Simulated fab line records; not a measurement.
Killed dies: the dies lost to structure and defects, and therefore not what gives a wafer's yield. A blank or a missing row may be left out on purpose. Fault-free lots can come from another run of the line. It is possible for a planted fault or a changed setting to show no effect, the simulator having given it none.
Which tool is to blame? / flow n5_finfet / 33 wafers from 11 lots sampled at 2 of the route's 1938 steps

== WHAT THE GAUGES SHOWED, per wafer ==
N5_BEOL_M6_CD_MEAS_28: target cd 40 nm.
lot=L951; measured=day 9 00:02; on=cd_sem-03; cd_nm (nm)=39.86 39.89 39.70
lot=L957; measured=day 10 07:16; on=cd_sem-01; cd_nm (nm)=39.64 39.71 39.85
lot=L958; measured=day 10 19:46; on=cd_sem-03; cd_nm (nm)=39.73 39.85 39.76
lot=L960; measured=day 11 01:04; on=cd_sem-03; cd_nm (nm)=40.16 39.77 40.25
lot=L959; measured=day 11 06:48; on=cd_sem-03; cd_nm (nm)=40.16 40.08 40.41
lot=L964; measured=day 12 10:29; on=cd_sem-01; cd_nm (nm)=40.21 39.94 39.91
lot=L968; measured=day 12 13:10; on=cd_sem-03; cd_nm (nm)=39.88 40.06 40.19
lot=L967; measured=day 12 17:02; on=cd_sem-01; cd_nm (nm)=39.93 40.10 40.11
lot=L966; measured=day 12 17:13; on=cd_sem-03; cd_nm (nm)=40.06 39.90 39.61
lot=L972; measured=day 13 20:22; on=cd_sem-01; cd_nm (nm)=39.84 39.95 40.05
lot=L974; measured=day 14 15:52; on=cd_sem-01; cd_nm (nm)=39.79 39.98 39.78

== TOOL THAT RAN EACH LOT (tool first, then ch and the chambers of the sampled wafers, then the start) ==
lot=L951; N5_BEOL_M6_ETCH_62=rie_diel-02 ch 1,2, day 8 21:44
lot=L957; N5_BEOL_M6_ETCH_62=rie_diel-06 ch 0,1,2, day 10 05:49
lot=L958; N5_BEOL_M6_ETCH_62=rie_diel-03 ch 0,2,3, day 10 17:49
lot=L960; N5_BEOL_M6_ETCH_62=rie_diel-06 ch 1,2, day 10 21:32
lot=L959; N5_BEOL_M6_ETCH_62=rie_diel-06 ch 0,1, day 11 05:59
lot=L964; N5_BEOL_M6_ETCH_62=rie_diel-06 ch 2,3, day 12 07:44
lot=L968; N5_BEOL_M6_ETCH_62=rie_diel-02 ch 0,2, day 12 11:26
lot=L967; N5_BEOL_M6_ETCH_62=rie_diel-03 ch 0,1,3, day 12 14:05
lot=L966; N5_BEOL_M6_ETCH_62=rie_diel-03 ch 0,1,3, day 12 15:37
lot=L972; N5_BEOL_M6_ETCH_62=rie_diel-06 ch 0,2,3, day 13 19:08
lot=L974; N5_BEOL_M6_ETCH_62=rie_diel-03 ch 0,1,2, day 14 12:58
- N5_BEOL_M6_ETCH_62: etches SOC in N2/H2, target depth 110 nm, overetch 22 nm, time 165 s.

== THE ANSWER, worked out from the rows above alone ==
Rule: what is usual is taken from the lots themselves. Put in order of their means at a reading, lots are off if they are a third of the lots or fewer, leave a main group of 4 or more, and stand apart from it by a gap of 3 or more times the standard deviation of the main group's means; of several such gaps the widest counts. The tables above print the reading to a certain number of digits; a main group whose means all agree to those digits is not used. A lot without any number at a reading at which 4 lots or more have one is off too. All remaining lots with rows at the step are treated as sound.
Nothing can be told from this: no lot is off at any reading shown.

== WHAT THE SIMULATOR PUT IN ==
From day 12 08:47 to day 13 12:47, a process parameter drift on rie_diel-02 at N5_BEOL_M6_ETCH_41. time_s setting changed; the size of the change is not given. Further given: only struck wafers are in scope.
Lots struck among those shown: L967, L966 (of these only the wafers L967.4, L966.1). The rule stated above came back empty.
